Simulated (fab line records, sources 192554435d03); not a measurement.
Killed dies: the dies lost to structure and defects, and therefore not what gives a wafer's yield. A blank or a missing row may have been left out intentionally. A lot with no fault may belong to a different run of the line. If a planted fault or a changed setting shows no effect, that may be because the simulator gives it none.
Matching of chambers	flow n5-finfet	rie-diel-03 running N5_BEOL_M7_ETCH_65: 4 sister chambers
The step etches SiARC in CF4, target depth 15.6 nm, time 26 s. 14 wafers are shown with their chamber, then 7 later ones without.

WAFERS, EACH WITH ITS CHAMBER
wafer	chamber	showerhead-plenum-p-Torr (Torr)	drypump-motor-current-A (A)	throttle-valve-pct (%)
L079.1	0	2.14	5.4	15.83
L079.3	3	2.28	6.1	15.67
L079.5	2	2.17	6.2	15.45
L086.3	2	2.16	6.2	15.47
L086.4	3	2.27	6.1	15.66
L086.5	0	2.13	5.4	15.85
L085.2	1	2.03	6.0	15.68
L085.5	3	2.27	6.0	15.70
L085.6	0	2.13	5.4	15.85
L087.1	1	2.03	6.0	15.68
L087.4	1	2.03	5.9	15.68
L087.5	3	2.27	6.1	15.71
L089.1	3	2.27	6.1	15.71
L089.2	0	2.13	5.4	15.87

SIGNATURES, as means of the wafers listed above
reading	chamber 0	chamber 1	chamber 2	chamber 3	scatter within a chamber
showerhead-plenum-p-Torr	2.1325	2.0300	2.1650	2.2720	0.00453
drypump-motor-current-A	5.400	5.967	6.200	6.080	0.0383
throttle-valve-pct	15.8500	15.6800	15.4600	15.6900	0.0179
Rule: a wafer lies at a distance from a chamber equal to the root of the sum of squares, over the readings, of (its reading less the chamber's mean, divided by the reading's scatter). If the next closest chamber is less than 2 further off than the closest, the wafer can't be placed; otherwise it belongs to the closest. The scatter: take each reading less its chamber's mean, square it, sum over the shown wafers, divide by the number of wafers less the number of chambers, and take the root.

WAFERS WITH NO CHAMBER GIVEN
wafer	showerhead-plenum-p-Torr (Torr)	drypump-motor-current-A (A)	throttle-valve-pct (%)
L089.4	2.03	6.0	15.68
L095.1	2.03	6.0	15.71
L095.2	2.13	5.4	15.88
L095.3	2.27	6.1	15.71
L094.1	2.16	6.1	15.51
L094.2	2.03	6.0	15.73
L094.3	2.26	6.0	15.73

WHICH CHAMBER EACH ONE RAN IN
wafer	from the rows above	in truth
L089.4	1	1
L095.1	1	1
L095.2	0	0
L095.3	3	3
L094.1	2	2
L094.2	1	1
L094.3	3	3
Correctly placed: 7 of 7. Number that these rows cannot place: 0. Number placed wrongly: 0.
